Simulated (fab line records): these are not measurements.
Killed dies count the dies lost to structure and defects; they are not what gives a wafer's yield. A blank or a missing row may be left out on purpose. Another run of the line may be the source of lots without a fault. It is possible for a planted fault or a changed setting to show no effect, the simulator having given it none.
Split-lot study || flow n5_finfet || on a route of 1938 steps: 7 lots, 21 wafers read

== ON THE SPLIT ==
At N5_BEOL_M4_TRENCH_ETCH_37 (etches SiOC in C4F6/O2, target depth 55.555 nm, time 29.2 s), the setting source_w was moved away from the recipe's 355 W on 6 of the 21 wafers read, by -17.2% to +17.0%. For the rest of the wafers, this setting stayed at what the recipe calls for.

The reading is taken at the split's own step.

== THE READING ==
rf_vpp_V, in V, at N5_BEOL_M4_TRENCH_ETCH_37 (etches SiOC in C4F6/O2, target depth 55.555 nm, time 29.2 s). Fault-free wafers of this fab line usually give 665 V, standard deviation 4.6 V.

{"wafer": "L079.1", "tool, chamber at the split": "rie_diel-01, 2", "source_w as run, W": 415.4, "against the recipe": "+17.0%", "rf_vpp_V, V": 609, "against lot-mates on the recipe": -57}
{"wafer": "L079.2", "tool, chamber at the split": "rie_diel-01, 0", "source_w as run, W": 355, "against the recipe": "recipe", "rf_vpp_V, V": 666, "against lot-mates on the recipe": "-"}
{"wafer": "L079.3", "tool, chamber at the split": "rie_diel-01, 1", "source_w as run, W": 415.4, "against the recipe": "+17.0%", "rf_vpp_V, V": 617, "against lot-mates on the recipe": -49}
{"wafer": "L078.3", "tool, chamber at the split": "rie_diel-05, 0", "source_w as run, W": 355, "against the recipe": "recipe", "rf_vpp_V, V": 655, "against lot-mates on the recipe": "-"}
{"wafer": "L078.5", "tool, chamber at the split": "rie_diel-05, 1", "source_w as run, W": 355, "against the recipe": "recipe", "rf_vpp_V, V": 672, "against lot-mates on the recipe": "-"}
{"wafer": "L078.6", "tool, chamber at the split": "rie_diel-05, 0", "source_w as run, W": 355, "against the recipe": "recipe", "rf_vpp_V, V": 657, "against lot-mates on the recipe": "-"}
{"wafer": "L084.2", "tool, chamber at the split": "rie_diel-02, 1", "source_w as run, W": 355, "against the recipe": "recipe", "rf_vpp_V, V": 670, "against lot-mates on the recipe": "-"}
{"wafer": "L084.3", "tool, chamber at the split": "rie_diel-02, 3", "source_w as run, W": 355, "against the recipe": "recipe", "rf_vpp_V, V": 665, "against lot-mates on the recipe": "-"}
{"wafer": "L084.4", "tool, chamber at the split": "rie_diel-02, 2", "source_w as run, W": 355, "against the recipe": "recipe", "rf_vpp_V, V": 658, "against lot-mates on the recipe": "-"}
{"wafer": "L086.1", "tool, chamber at the split": "rie_diel-05, 1", "source_w as run, W": 355, "against the recipe": "recipe", "rf_vpp_V, V": 671, "against lot-mates on the recipe": "-"}
{"wafer": "L086.5", "tool, chamber at the split": "rie_diel-05, 3", "source_w as run, W": 330.8, "against the recipe": "-6.8%", "rf_vpp_V, V": 689, "against lot-mates on the recipe": "+20"}
{"wafer": "L086.6", "tool, chamber at the split": "rie_diel-05, 2", "source_w as run, W": 355, "against the recipe": "recipe", "rf_vpp_V, V": 667, "against lot-mates on the recipe": "-"}
{"wafer": "L089.2", "tool, chamber at the split": "rie_diel-02, 0", "source_w as run, W": 355, "against the recipe": "recipe", "rf_vpp_V, V": 663, "against lot-mates on the recipe": "-"}
{"wafer": "L089.5", "tool, chamber at the split": "rie_diel-02, 2", "source_w as run, W": 355, "against the recipe": "recipe", "rf_vpp_V, V": 659, "against lot-mates on the recipe": "-"}
{"wafer": "L089.6", "tool, chamber at the split": "rie_diel-02, 3", "source_w as run, W": 355, "against the recipe": "recipe", "rf_vpp_V, V": 664, "against lot-mates on the recipe": "-"}
{"wafer": "L092.2", "tool, chamber at the split": "rie_diel-02, 1", "source_w as run, W": 294, "against the recipe": "-17.2%", "rf_vpp_V, V": 738, "against lot-mates on the recipe": "+78"}
{"wafer": "L092.3", "tool, chamber at the split": "rie_diel-02, 2", "source_w as run, W": 355, "against the recipe": "recipe", "rf_vpp_V, V": 659, "against lot-mates on the recipe": "-"}
{"wafer": "L092.6", "tool, chamber at the split": "rie_diel-02, 2", "source_w as run, W": 355, "against the recipe": "recipe", "rf_vpp_V, V": 660, "against lot-mates on the recipe": "-"}
{"wafer": "L094.2", "tool, chamber at the split": "rie_diel-05, 1", "source_w as run, W": 355, "against the recipe": "recipe", "rf_vpp_V, V": 670, "against lot-mates on the recipe": "-"}
{"wafer": "L094.5", "tool, chamber at the split": "rie_diel-05, 3", "source_w as run, W": 414.9, "against the recipe": "+16.9%", "rf_vpp_V, V": 613, "against lot-mates on the recipe": -57}
{"wafer": "L094.6", "tool, chamber at the split": "rie_diel-05, 2", "source_w as run, W": 414.9, "against the recipe": "+16.9%", "rf_vpp_V, V": 615, "against lot-mates on the recipe": -55}

FIT RESULTS
A straight line over all 21 wafers: rf_vpp_V changes by -3.32 V for each +1% of source_w; r = -0.97; the points scatter about the line by 6.6 V.
The same after taking each lot's own level away (the mean of its wafers on the recipe; 21 wafers): -3.52 V for each +1%; r = -0.98; scatter 6.1 V.
According to that fit, moving source_w by its largest amount changes the reading by 61 V.
Across the lots, their own levels run from 659.5 to 670.0 V, a range of 2.3 times the standard deviation given above.
Hence the lot-to-lot level has little effect on the slope; both slopes agree.
Check: +54.8 V against its lot-mates is what the line predicts for one of the wafers moved furthest among these (-17.2%) when that wafer is left out of the fit. It came out at +78.5 V against them.
Tool readings at the split's step, against how far the setting was moved: rf_vpp_V r = -0.97.

== THESE WAFERS: OTHER SPLITS ==
Other splits were also applied to these wafers ahead of the reading. Each is held against what the fit with the lots' levels taken away leaves over:
{"other split on the same wafers": "N5_MOL_CONTACT_COAG_ETCH_124 bias_w", "wafers away from the commonest value": 7, "r with rf_vpp_V (lot level and that fit taken away)": "+0.21"}
{"other split on the same wafers": "N5_BEOL_M0_SAQP_ETCH_84 time_s", "wafers away from the commonest value": 8, "r with rf_vpp_V (lot level and that fit taken away)": -0.04}
{"other split on the same wafers": "N5_BEOL_M1_ETCH_77 source_w", "wafers away from the commonest value": 7, "r with rf_vpp_V (lot level and that fit taken away)": "+0.12"}
{"other split on the same wafers": "N5_BEOL_M1_TRENCH_ETCH_37 time_s", "wafers away from the commonest value": 8, "r with rf_vpp_V (lot level and that fit taken away)": -0.08}
{"other split on the same wafers": "N5_BEOL_M2_COAT_68 spin_rpm", "wafers away from the commonest value": 4, "r with rf_vpp_V (lot level and that fit taken away)": "+0.18"}
{"other split on the same wafers": "N5_BEOL_M2_EXPOSE_25 dose_mj", "wafers away from the commonest value": 7, "r with rf_vpp_V (lot level and that fit taken away)": "+0.08"}
{"other split on the same wafers": "N5_BEOL_M3_VIA_ETCH_34 bias_w", "wafers away from the commonest value": 2, "r with rf_vpp_V (lot level and that fit taken away)": "+0.19"}
{"other split on the same wafers": "N5_BEOL_M4_ETCH_64 bias_w", "wafers away from the commonest value": 8, "r with rf_vpp_V (lot level and that fit taken away)": -0.29}
{"other split on the same wafers": "N5_BEOL_M4_COAT_22 spin_rpm", "wafers away from the commonest value": 4, "r with rf_vpp_V (lot level and that fit taken away)": -0.08}
{"other split on the same wafers": "N5_BEOL_M4_ETCH_70 time_s", "wafers away from the commonest value": 5, "r with rf_vpp_V (lot level and that fit taken away)": "+0.01"}

== FILE'S OWN FIT ==
rf_vpp_V changes by -3.66 V for each +1% of source_w, r = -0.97.
